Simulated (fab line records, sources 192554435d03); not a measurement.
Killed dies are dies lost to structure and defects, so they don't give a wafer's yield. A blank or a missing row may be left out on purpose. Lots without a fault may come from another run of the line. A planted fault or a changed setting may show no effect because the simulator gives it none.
Chamber matching | flow n5_finfet | N5_BEOL_M0_SAQP_MANDREL_ETCH_20 on rie_si-04: 4 sister chambers
The step etches a-Si in HBr/Cl2, stops on SiNx, target depth 60 nm, bt time 10 s, time 30 s. 8 wafers are shown with their chamber, then 7 later ones without.

WAFERS WITH THEIR CHAMBER
wafer  | chamber | throttle_valve_pct (%) | drypump_motor_current_A (A)
L077.5 | 0       | 35.25                  | 6.4
L077.6 | 1       | 35.41                  | 5.7
L080.3 | 0       | 35.26                  | 6.4
L086.2 | 2       | 35.34                  | 5.6
L086.5 | 3       | 36.00                  | 5.4
L086.6 | 1       | 35.40                  | 5.7
L087.2 | 2       | 35.33                  | 5.5
L087.3 | 3       | 35.99                  | 5.4

WAFERS WITHOUT THEIR CHAMBER
wafer  | throttle_valve_pct (%) | drypump_motor_current_A (A)
L087.6 | 35.25                  | 6.4
L090.1 | 35.98                  | 5.4
L090.3 | 35.33                  | 5.6
L090.5 | 35.34                  | 5.6
L094.2 | 35.25                  | 6.4
L094.3 | 36.01                  | 5.3
L094.5 | 35.27                  | 6.4

WHICH CHAMBER EACH WENT THROUGH
wafer  | from the rows above | in truth
L087.6 | 0                   | 0
L090.1 | 3                   | 3
L090.3 | 2                   | 2
L090.5 | 2                   | 2
L094.2 | 0                   | 0
L094.3 | 3                   | 3
L094.5 | 0                   | 0
Placed correctly: 7 of 7. Can't be placed from these rows: 0. Placed wrongly: 0.
How it was worked out, from the rows above alone: a wafer's distance from a chamber is the root of the sum, over the readings, of the square of ((its reading less the chamber's mean) divided by the reading's scatter). The wafer belongs to the nearest chamber; if the next one is less than 2 further off, it can't be placed. A chamber's mean is the mean of its shown wafers. The scatter: the root of (the sum of the squares of (reading less its chamber's mean) over the shown wafers, divided by (wafers less chambers)).
